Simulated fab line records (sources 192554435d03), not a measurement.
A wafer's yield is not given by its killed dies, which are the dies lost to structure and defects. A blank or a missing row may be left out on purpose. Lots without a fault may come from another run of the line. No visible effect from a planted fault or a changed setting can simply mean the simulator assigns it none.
Problem report, 8D (eight disciplines) form, completed by code    flow n5 finfet    the parts of the form that need people (team, actions taken, sign-off) are left out

== 1. THE ISSUE ==
IOFF_P_LIN at N5_BEOL_M4_RC_MEAS_101 reads a mean of 1.448 nA/um on 3 wafers of 3 lots; wafers without a fault read 0.101 nA/um with a standard deviation of 0.016. That is +84 standard deviations from the usual mean.
Seen first at day 13 09:17 on prober-02, wafer L201.4. The record holds 27 wafers of 10 lots with a number at this step. Rule for "out", or "out of limits": more than 4 standard deviations from the usual mean. All remaining wafers that have a number are taken as sound.

== 2. WHAT IT IS, AND WHAT IT ISN'T ==
question                     is                                                                                                                                                             is not
which readings at this step  IOFF_P_LIN, IGATE_P, IOFF_N_85C, IOFF_N_LIN, IOFF_N_LONG, IOFF_P, IOFF_P_85C, IOFF_P_LONG, ION_N, ION_P, VT_N, VT_N_LONG, VT_N_LVT, VT_P, VT_P_LONG, VT_P_LVT  DIBL_N, DIBL_P, SS_N, SS_P
which lots                   L201, L203, L205                                                                                                                                               L189, L191, L192, L193, L195, L197, L210
which wafers of those lots   L201.4, L203.5, L205.4                                                                                                                                         L201.2, L203.2, L205.1
read on which gauges         prober-01, prober-02                                                                                                                                           -
when                         from day 13 09:17                                                                                                                                              up to then (19 sound wafers); but 5 sound wafers of L203, L205, L210 came after

== 3. WHAT RULES OUT EACH SUSPECT ==
Counting: a tool at a process step up to the reading stays a suspect if it ran every lot that is out. Sound lots after the first of them don't rule it out here, since some wafers of a struck lot are sound.
- the gauge at N5_BEOL_M4_RC_MEAS_101: ruled out. Those wafers that are out were read across 2 gauges (prober-01, prober-02).
- thermal cvd si-02 at N5_HKMG_FIN_CVD_62 (deposits a-Si from Si2H6, target thk 3 nm, time 20.8 s): kept. It processed each lot that is out (first: L201, day 7 01:41); up to then, its last sound lot is L197 (day 5 23:04).
After counting, what remains is thermal cvd si-02 at N5_HKMG_FIN_CVD_62.

== 4. THE CAUSE (what the simulator had put in) ==
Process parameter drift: thermal cvd si-02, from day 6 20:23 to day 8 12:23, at N5_HKMG_FIN_CVD_62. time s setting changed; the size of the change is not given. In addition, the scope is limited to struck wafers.
Counting left only this tool.

== 5. THE CHAIN OF EFFECTS, in route order ==
Rows list readings where the struck wafers' mean (over those with a number) sits beyond 3 standard deviations from the usual. Scope: only readings with a usual standard deviation given in the record; hours: median across lots of the time from each lot's start at the first step in this table that gives one to its start at this step; sigmas: change in usual standard deviations.
hours  step                     reading             usual           on struck wafers  change     sigmas
0      N5_BEOL_M4_RC_MEAS_101   EOT_P               10.46           10.79             +0.33      +3.3
0      N5_BEOL_M4_RC_MEAS_101   IGATE_P             0.0039 nA/um    0.0007            -0.0032    -4.4
0      N5_BEOL_M4_RC_MEAS_101   IOFF_N              0.16 nA/um      0.00              -0.16      -3.6
0      N5_BEOL_M4_RC_MEAS_101   IOFF_N_85C          3.2 nA/um       0.0               -3.2       -4.4
0      N5_BEOL_M4_RC_MEAS_101   IOFF_N_LIN          0.076 nA/um     0.000             -0.076     -4.8
0      N5_BEOL_M4_RC_MEAS_101   IOFF_N_LONG         5.56e-05 nA/um  2.71e-05          -2.85e-05  -12
0      N5_BEOL_M4_RC_MEAS_101   IOFF_P              0.21 nA/um      3.03              +2.82      +58
0      N5_BEOL_M4_RC_MEAS_101   IOFF_P_85C          3.7 nA/um       33.8              +30.1      +43
0      N5_BEOL_M4_RC_MEAS_101   IOFF_P_LIN          0.101 nA/um     1.448             +1.347     +84
0      N5_BEOL_M4_RC_MEAS_101   IOFF_P_LONG         0.000107 nA/um  0.000540          +0.000433  +49
0      N5_BEOL_M4_RC_MEAS_101   ION_N               674 uA/um       304               -370       -26
0      N5_BEOL_M4_RC_MEAS_101   ION_P               462 uA/um       560               +98        +12
0      N5_BEOL_M4_RC_MEAS_101   VT_N                249 mV          420               +171       +45
0      N5_BEOL_M4_RC_MEAS_101   VT_N_LONG           274.7 mV        447.3             +172.6     +86
0      N5_BEOL_M4_RC_MEAS_101   VT_N_LVT            98 mV           271               +173       +46
0      N5_BEOL_M4_RC_MEAS_101   VT_P                -250 mV         -175              +75        +22
0      N5_BEOL_M4_RC_MEAS_101   VT_P_LONG           -275 mV         -222              +53        +18
0      N5_BEOL_M4_RC_MEAS_101   VT_P_LVT            -99 mV          -25               +74        +25
121    N5_PASSIVATION_PROBE_49  sort_bin_4_leakage  0.01 %          90.00             +89.99     +99 or more
121    N5_PASSIVATION_PROBE_49  sort n pass         1072            0                 -1072      -54
121    N5_PASSIVATION_PROBE_49  sort yield pct      90.9 %          0.0               -90.9      -53
Here are the process steps it includes:
- N5_PASSIVATION_PROBE_49

== 6. WHAT WOULD HAVE CAUGHT IT SOONER ==
In this record the first reading out of limits at a measuring or inspecting step was taken at day 13 09:17, 157 hours after the fault began at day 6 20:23.
Tool readings at N5_HKMG_FIN_CVD_62 with a usual standard deviation given in the record: none out on any struck wafer, hence no alarm at a limit of 4 standard deviations on them.
Lots out: 3; all had begun N5_HKMG_FIN_CVD_62 on thermal cvd si-02 by day 13 09:17. A hold on the tool at that time would have spared none of them.
